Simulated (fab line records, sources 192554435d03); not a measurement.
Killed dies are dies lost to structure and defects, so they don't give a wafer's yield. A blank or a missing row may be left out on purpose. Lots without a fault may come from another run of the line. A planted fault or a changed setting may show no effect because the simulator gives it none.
A struck lot beside a sound one | flow n5_finfet | 15 steps out of a route of 1938
Sound: wafers L666.1, L666.2, L666.3. Struck: wafer L684.2. (L684.3, L684.4 of the same lot were not struck and are left out.) The cause comes at the end.
At each step with rows: each side's tool, then ch and its chambers, then its first start. Under that, the readings that differ: sound wafers | struck wafers | difference of the means | sigmas: that difference in standard deviations of wafers without a fault.
alike: readings whose means differ by less than 2 such deviations, and words and numbers that are the same on both sides. not compared: withheld readings, readings that some wafer has no value for, bounds like >300 that may hide the same value, and numbers for which the record gives no deviation and whose values overlap.
The two part at a step that has a row with sigmas, a row that says differs or no value, or rows on one side only. Numbers that don't overlap but have no deviation are shown without sigmas and don't part them. A reading that every wafer of one side lacks parts them only if that side has two wafers or more.

first, 3 steps without rows for these wafers: N5_BEOL_M5_SRD_40 (time 30 s); N5_BEOL_M5_PRECLEAN_42 (cleans in residue remover, time 60 s); N5_BEOL_M5_SRD_43 (time 30 s).
N5_BEOL_M5_CD_MEAS_35: target cd 28 nm, target cd y 24 nm.
  sound on cd_sem-01, day 9 19:38; struck on cd_sem-02, day 13 22:54
  alike: cd_nm
then, 2 steps without rows for these wafers: N5_BEOL_M5_CURE_80 (cures SiCOH lowk, time 120 s); N5_BEOL_M5_DEGAS_44 (time 60 s).
N5_BEOL_M5_PRE_CLEAN_45: time 30 s.
  sound on pvd_sputter-03, day 9 22:04; struck on pvd_sputter-03, day 13 23:28
  alike: heater_power_w
N5_BEOL_M5_ALD_86: deposits TaN, pulse time 2 s, purge time 3 s, co reactant purge time 2 s.
  sound on ald_metal-03 ch 0,1,3, day 9 22:07; struck on ald_metal-03 ch 3, day 13 23:33
  alike: heater_power_w
N5_BEOL_M5_SURFACE_TREAT_87:
  sound on pvd_sputter-03, day 9 22:36; struck on pvd_sputter-02, day 13 23:48
  alike: ar_flow_sccm
  not compared: throttle_valve_pct
then, 1 step without rows for these wafers: N5_BEOL_M5_CVD_47 (deposits Co from CCTBA/H2, target thk 3 nm, time 216 s).
N5_BEOL_M5_SPUTTER_48: material Cu, target thk 15 nm, time 27.62 s.
  sound on pvd_sputter-03, day 9 22:49; struck on pvd_sputter-03, day 14 00:15
  alike: chamber_pressure_pa, throttle_valve_pct
then, 1 step without rows for these wafers: N5_BEOL_M5_ANNEAL_49 (time 1800 s).
N5_BEOL_M5_SPUTTER_81: material Cu, target thk 15 nm, time 27.62 s.
  sound on pvd_sputter-03, day 9 23:55; struck on pvd_sputter-03, day 14 01:20
  reading                  | sound                   | struck  | difference | sigmas
  chamber_pressure_pa (Pa) | 0.07003 0.06997 0.06997 | 0.06387 | -0.00612   | -41
  alike: throttle_valve_pct
N5_BEOL_M5_ANNEAL_82: time 1800 s.
  sound on pvd_sputter-03, day 9 23:59; struck on pvd_sputter-03, day 14 01:25
  alike: heater_power_w
-- the record jumps here: 4 days lie between the struck wafers' starts before and after (it left off in module BEOL_M5 and takes up again in module PASSIVATION, whose first step shown is number 1936 of the route) --
N5_PASSIVATION_PROBE_49:
  sound on prober-02, day 14 04:13; struck on prober-02, day 17 22:49
  reading      | sound    | struck | difference | sigmas
  killed_short | 30 34 30 | 49     | +18        | +2
  alike: defect_limited_yield, killed_at_M0_to_M3, killed_at_M4_up, killed_at_contacts, killed_at_front_end, killed_at_other, killed_dies, killed_open, sort_bin_5_function, sort_bin_6_memory, sort_n_pass, sort_yield_pct

WHERE THEY PART
First at N5_BEOL_M5_SPUTTER_81; last, within this record, at N5_PASSIVATION_PROBE_49.

WHY: what the simulator had put in
Process parameter drift: pvd_sputter-03, from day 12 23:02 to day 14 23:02, at N5_BEOL_M5_SPUTTER_81. Setting chamber_pressure_pa, moved by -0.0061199, from 0.07. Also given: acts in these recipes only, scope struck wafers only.
